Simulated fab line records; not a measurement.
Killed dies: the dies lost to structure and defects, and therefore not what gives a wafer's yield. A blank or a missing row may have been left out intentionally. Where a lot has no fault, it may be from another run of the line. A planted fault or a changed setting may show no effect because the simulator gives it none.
Split-lot experiment || flow n5 finfet || 7 lots, 21 wafers read, on a route of 1938 steps

## ON THE SPLIT
At N5_STI_FIN_REVEAL_ETCHBACK_08 (etches SiO2 in C4F6/O2, target depth 30.5 nm, time 10.167 s), the setting time s was moved away from the recipe's 10.167 s on 6 of the 21 wafers read, by -17.4% to +16.8%. For the rest of the wafers, this setting stayed at what the recipe calls for.

## FROM THE SPLIT TO THE READING: what the file shows between them, 3 steps
- N5_STI_FIN_REVEAL_STRIP_24: strips in N2/H2, time 90 s
- N5_STI_FIN_REVEAL_PRECLEAN_25: cleans in SPM, time 90 s
- N5_STI_FIN_REVEAL_SRD_23: time 30 s

## THE READING
trench depth nm, in nm, at N5_STI_FIN_REVEAL_FIN_H_MEAS_10. On this fab line, fault-free wafers typically give 52.0 nm with a standard deviation of 0.74 nm.

{"wafer": "L074.1", "tool, chamber at the split": "rie diel-02, 3,1,3", "time s as run, s": 10.167, "against the recipe": "recipe", "trench depth nm, nm": 51.0, "against lot-mates on the recipe": "-"}
{"wafer": "L074.3", "tool, chamber at the split": "rie diel-02, 3,1,3", "time s as run, s": 10.167, "against the recipe": "recipe", "trench depth nm, nm": 51.5, "against lot-mates on the recipe": "-"}
{"wafer": "L074.4", "tool, chamber at the split": "rie diel-02, 3,1,3", "time s as run, s": 10.167, "against the recipe": "recipe", "trench depth nm, nm": 51.1, "against lot-mates on the recipe": "-"}
{"wafer": "L075.3", "tool, chamber at the split": "rie diel-01, 1,0,2", "time s as run, s": 10.167, "against the recipe": "recipe", "trench depth nm, nm": 51.7, "against lot-mates on the recipe": "-"}
{"wafer": "L075.4", "tool, chamber at the split": "rie diel-01, 1,0,2", "time s as run, s": 10.167, "against the recipe": "recipe", "trench depth nm, nm": 52.1, "against lot-mates on the recipe": "-"}
{"wafer": "L075.5", "tool, chamber at the split": "rie diel-01, 1,0,2", "time s as run, s": 10.167, "against the recipe": "recipe", "trench depth nm, nm": 51.8, "against lot-mates on the recipe": "-"}
{"wafer": "L085.1", "tool, chamber at the split": "rie diel-06, 2,3,2", "time s as run, s": 10.167, "against the recipe": "recipe", "trench depth nm, nm": 52.5, "against lot-mates on the recipe": "-"}
{"wafer": "L085.2", "tool, chamber at the split": "rie diel-06, 2,3,2", "time s as run, s": 10.167, "against the recipe": "recipe", "trench depth nm, nm": 52.1, "against lot-mates on the recipe": "-"}
{"wafer": "L085.6", "tool, chamber at the split": "rie diel-06, 2,3,2", "time s as run, s": 10.167, "against the recipe": "recipe", "trench depth nm, nm": 52.6, "against lot-mates on the recipe": "-"}
{"wafer": "L091.4", "tool, chamber at the split": "rie diel-02, 1", "time s as run, s": 11.87, "against the recipe": "+16.8%", "trench depth nm, nm": 56.6, "against lot-mates on the recipe": "+5.1"}
{"wafer": "L091.5", "tool, chamber at the split": "rie diel-02, 0,3", "time s as run, s": 10.167, "against the recipe": "recipe", "trench depth nm, nm": 51.4, "against lot-mates on the recipe": "-"}
{"wafer": "L091.6", "tool, chamber at the split": "rie diel-02, 0,3", "time s as run, s": 10.167, "against the recipe": "recipe", "trench depth nm, nm": 51.7, "against lot-mates on the recipe": "-"}
{"wafer": "L092.2", "tool, chamber at the split": "rie diel-02, 1,2", "time s as run, s": 10.167, "against the recipe": "recipe", "trench depth nm, nm": 52.2, "against lot-mates on the recipe": "-"}
{"wafer": "L092.3", "tool, chamber at the split": "rie diel-02, 3", "time s as run, s": 9.223, "against the recipe": "-9.3%", "trench depth nm, nm": 49.7, "against lot-mates on the recipe": -3.0}
{"wafer": "L092.4", "tool, chamber at the split": "rie diel-02, 1,2", "time s as run, s": 10.167, "against the recipe": "recipe", "trench depth nm, nm": 53.1, "against lot-mates on the recipe": "-"}
{"wafer": "L093.1", "tool, chamber at the split": "rie diel-06, 3", "time s as run, s": 10.167, "against the recipe": "recipe", "trench depth nm, nm": 52.0, "against lot-mates on the recipe": "-"}
{"wafer": "L093.3", "tool, chamber at the split": "rie diel-06, 1,0", "time s as run, s": 10.97, "against the recipe": "+7.9%", "trench depth nm, nm": 55.0, "against lot-mates on the recipe": "+3.0"}
{"wafer": "L093.5", "tool, chamber at the split": "rie diel-06, 1,0", "time s as run, s": 10.97, "against the recipe": "+7.9%", "trench depth nm, nm": 56.2, "against lot-mates on the recipe": "+4.2"}
{"wafer": "L095.2", "tool, chamber at the split": "rie diel-06, 1", "time s as run, s": 10.167, "against the recipe": "recipe", "trench depth nm, nm": 51.1, "against lot-mates on the recipe": "-"}
{"wafer": "L095.5", "tool, chamber at the split": "rie diel-06, 1,0", "time s as run, s": 8.398, "against the recipe": "-17.4%", "trench depth nm, nm": 46.5, "against lot-mates on the recipe": -4.6}
{"wafer": "L095.6", "tool, chamber at the split": "rie diel-06, 1,0", "time s as run, s": 8.398, "against the recipe": "-17.4%", "trench depth nm, nm": 47.8, "against lot-mates on the recipe": -3.3}
Rows listing several chambers each stand for several wafers; the file does not say which wafer went through which chamber.

FIT RESULTS
A straight line over all 21 wafers: trench depth nm changes by +0.296 nm for each +1% of time s; r = +0.95; the points scatter about the line by 0.74 nm.
The same after taking each lot's own level away (the mean of its wafers on the recipe; 21 wafers): +0.282 nm for each +1%; r = +0.96; scatter 0.61 nm.
According to that fit, moving time s by its largest amount changes the reading by 4.9 nm.
The span of the lots' own levels, 51.10 to 52.65 nm, comes to 2.1 times the standard deviation stated above.
The two slopes agree, so the slope changes little with the lot-to-lot level.
Check: for one of the wafers moved furthest among these (-17.4%), held out of the fit, the line's prediction against its lot-mates is -4.71 nm. It came out at -4.6 nm against them.

## ADDITIONAL SPLITS CARRIED BY THESE WAFERS
Other splits were also applied to these wafers ahead of the reading. Each is held against what the fit with the lots' levels taken away leaves over:
{"other split on the same wafers": "N5_WELL_APT_EXPOSE_22 dose mj", "wafers away from the commonest value": 7, "r with trench depth nm (lot level and that fit taken away)": -0.16}
{"other split on the same wafers": "N5_WELL_APT_PEB_23 peb temp c", "wafers away from the commonest value": 11, "r with trench depth nm (lot level and that fit taken away)": -0.37}
{"other split on the same wafers": "N5_PMOS_HMC_CHANNEL_EPI_EXPOSE_06 dose mj", "wafers away from the commonest value": 7, "r with trench depth nm (lot level and that fit taken away)": -0.12}
{"other split on the same wafers": "N5_PMOS_HMC_CHANNEL_EPI_PEB_07 peb temp c", "wafers away from the commonest value": 12, "r with trench depth nm (lot level and that fit taken away)": -0.04}
{"other split on the same wafers": "N5_FIN_CUT_COAT_19 spin rpm", "wafers away from the commonest value": 5, "r with trench depth nm (lot level and that fit taken away)": "+0.05"}

## THE WHOLE CHAIN: every reading that the file lists as answering this split, in the file's order
{"step": "N5_STI_FIN_REVEAL_FIN_H_MEAS_10", "what it does": "", "reading": "trench depth nm", "change (the file's fit)": "+0.285 nm for each +1% of the setting", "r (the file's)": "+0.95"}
{"step": "N5_BEOL_M4_RC_MEAS_101", "what it does": "", "reading": "ION_P", "change (the file's fit)": "+2.52 for each +1% of the setting, in a fit together with none", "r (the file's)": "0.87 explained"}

## FILE'S OWN FIT
trench depth nm changes by +0.285 nm for each +1% of time s, r = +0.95.
